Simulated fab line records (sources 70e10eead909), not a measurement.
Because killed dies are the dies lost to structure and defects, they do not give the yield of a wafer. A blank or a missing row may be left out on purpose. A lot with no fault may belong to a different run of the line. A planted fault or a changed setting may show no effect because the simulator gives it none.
Chamber matching -- flow nand_harc -- NHARC_P_M0_CMP_23 on cmp-02: 4 sister chambers
The step polishes, t overpolish 20 s, target thk 117.54 nm. 8 wafers are shown with their chamber, then 8 later ones without.

WAFERS WITH THEIR CHAMBER
wafer,chamber,motor_current_A (A),time_to_endpoint_s (s)
L078.2,3,11.8,30.7
L085.1,1,12.5,27.3
L085.2,0,11.2,23.8
L085.6,2,10.7,28.4
L088.2,2,11.5,30.1
L088.3,3,11.8,28.6
L088.5,1,13.5,30.2
L090.2,0,10.9,28.8

WAFERS WITH NO CHAMBER GIVEN
wafer,motor_current_A (A),time_to_endpoint_s (s)
L090.3,11.1,31.5
L090.5,10.9,29.6
L094.2,13.5,27.2
L094.4,11.7,26.4
L094.5,12.8,27.1
L096.1,11.0,29.3
L096.3,10.6,30.5
L096.6,11.4,29.6

THE CHAMBER EACH PASSED THROUGH
wafer,from the rows above,in truth
L090.3,can't be placed: 2 or 3 or 0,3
L090.5,can't be placed: 2 or 0 or 3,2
L094.2,1,1
L094.4,can't be placed: 0 or 3 or 2 or 1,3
L094.5,can't be placed: 1 or 3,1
L096.1,can't be placed: 2 or 0 or 3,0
L096.3,can't be placed: 2 or 0 or 3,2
L096.6,can't be placed: 2 or 3 or 0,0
Correct placement for 1 of the 8. Unplaceable from these rows: 7, with the true chamber sitting among the candidates in 7. Number placed wrongly: 0.
How it was worked out, from the rows above alone: a wafer's distance from a chamber is the root of the sum, over the readings, of the square of ((its reading less the chamber's mean) divided by the reading's scatter). The wafer belongs to the nearest chamber; if the next one is less than 2 further off, it can't be placed. The mean given for a chamber averages the wafers shown for that chamber. The scatter: take each reading less its chamber's mean, square it, sum over the shown wafers, divide by the number of wafers less the number of chambers, and take the root.
